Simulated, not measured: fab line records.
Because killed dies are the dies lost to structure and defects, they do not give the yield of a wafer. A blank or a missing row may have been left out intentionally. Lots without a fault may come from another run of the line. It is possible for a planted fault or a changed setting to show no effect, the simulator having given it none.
Chamber matching / flow n5Finfet / N5_BEOL_M10_DESCUM_33 on rieDiel-01 has 4 sister chambers
The step chemistry O2, time 7.9 s. 4 wafers are shown with their chamber, then 9 later ones without.

WAFERS PAIRED WITH THEIR CHAMBERS
wafer=L085.1; chamber=1; drypumpMotorCurrentA (A)=5.8
wafer=L085.5; chamber=3; drypumpMotorCurrentA (A)=5.6
wafer=L091.4; chamber=0; drypumpMotorCurrentA (A)=5.9
wafer=L091.5; chamber=2; drypumpMotorCurrentA (A)=6.5

WAFERS WHOSE CHAMBER IS MISSING
wafer=L092.1; drypumpMotorCurrentA (A)=6.5
wafer=L092.2; drypumpMotorCurrentA (A)=5.8
wafer=L092.4; drypumpMotorCurrentA (A)=5.6
wafer=L094.4; drypumpMotorCurrentA (A)=5.9
wafer=L094.5; drypumpMotorCurrentA (A)=5.6
wafer=L094.6; drypumpMotorCurrentA (A)=5.9
wafer=L097.3; drypumpMotorCurrentA (A)=5.6
wafer=L097.4; drypumpMotorCurrentA (A)=6.4
wafer=L097.6; drypumpMotorCurrentA (A)=5.8

CHAMBER TAKEN BY EACH
wafer=L092.1; from the rows above=2; in truth=2
wafer=L092.2; from the rows above=1; in truth=1
wafer=L092.4; from the rows above=3; in truth=3
wafer=L094.4; from the rows above=0; in truth=0
wafer=L094.5; from the rows above=3; in truth=3
wafer=L094.6; from the rows above=0; in truth=0
wafer=L097.3; from the rows above=3; in truth=3
wafer=L097.4; from the rows above=2; in truth=2
wafer=L097.6; from the rows above=1; in truth=1
Correct placement for 9 of the 9. Number that these rows cannot place: 0. Placed wrongly: 0.
How it was worked out, from the rows above alone: a wafer's distance from a chamber is the root of the sum, over the readings, of the square of ((its reading less the chamber's mean) divided by the reading's scatter). If the next closest chamber is less than 2 further off than the closest, the wafer can't be placed; otherwise it belongs to the closest. The mean given for a chamber averages the wafers shown for that chamber. The scatter (one wafer shown for each chamber): square how far every hidden wafer sits from the nearest shown wafer, average those squares and take the square root.
